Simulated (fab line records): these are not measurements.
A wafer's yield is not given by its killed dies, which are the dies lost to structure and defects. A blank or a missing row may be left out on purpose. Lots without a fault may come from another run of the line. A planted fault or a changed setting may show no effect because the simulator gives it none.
Matching of chambers + flow n5Finfet + N5_ILD0_CMP_07 on cmp-03 has 4 sister chambers
The step polishes SiO2 flowable, stops on poly-Si, t overpolish 1.18 s, target thk 138.88 nm. 8 wafers are shown with their chamber, then 9 later ones without.

EACH WAFER AND ITS CHAMBER
| wafer  | chamber | motorCurrentA (A) | slurryFilterDpKPa (kPa) |
|--------|---------|-------------------|-------------------------|
| L074.6 | 0       | 11.8              | 13.46                   |
| L082.4 | 0       | 11.8              | 13.46                   |
| L085.5 | 2       | 13.4              | 13.63                   |
| L087.4 | 1       | 13.8              | 13.60                   |
| L087.6 | 3       | 11.8              | 13.61                   |
| L088.2 | 1       | 13.0              | 13.50                   |
| L088.3 | 2       | 13.7              | 13.25                   |
| L088.5 | 3       | 12.5              | 13.50                   |

WAFERS WITH NO CHAMBER GIVEN
| wafer  | motorCurrentA (A) | slurryFilterDpKPa (kPa) |
|--------|-------------------|-------------------------|
| L090.3 | 13.4              | 13.49                   |
| L090.4 | 11.4              | 13.43                   |
| L090.6 | 11.6              | 13.67                   |
| L092.2 | 14.0              | 13.44                   |
| L092.4 | 11.5              | 13.41                   |
| L092.6 | 13.6              | 13.60                   |
| L097.1 | 13.5              | 13.53                   |
| L097.2 | 11.6              | 13.46                   |
| L097.6 | 12.4              | 13.67                   |

WHICH CHAMBER EACH WENT THROUGH
| wafer  | from the rows above          | in truth |
|--------|------------------------------|----------|
| L090.3 | can't be placed: 1 or 2      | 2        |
| L090.4 | can't be placed: 0 or 3      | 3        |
| L090.6 | can't be placed: 0 or 3      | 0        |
| L092.2 | can't be placed: 2 or 1      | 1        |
| L092.4 | can't be placed: 0 or 3      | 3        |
| L092.6 | can't be placed: 1 or 2      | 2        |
| L097.1 | can't be placed: 1 or 2      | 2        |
| L097.2 | can't be placed: 0 or 3      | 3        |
| L097.6 | can't be placed: 3 or 0 or 1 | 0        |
Placed correctly: 0 of 9. These rows do not allow placing 9 (true chamber among the candidates in 9). Number placed wrongly: 0.
How it was worked out, from the rows above alone: a wafer's distance from a chamber is the root of the sum, over the readings, of the square of ((its reading less the chamber's mean) divided by the reading's scatter). If the next closest chamber is less than 2 further off than the closest, the wafer can't be placed; otherwise it belongs to the closest. Each chamber's mean is taken over the wafers shown for it. The scatter: the root of (the sum of the squares of (reading less its chamber's mean) over the shown wafers, divided by (wafers less chambers)).
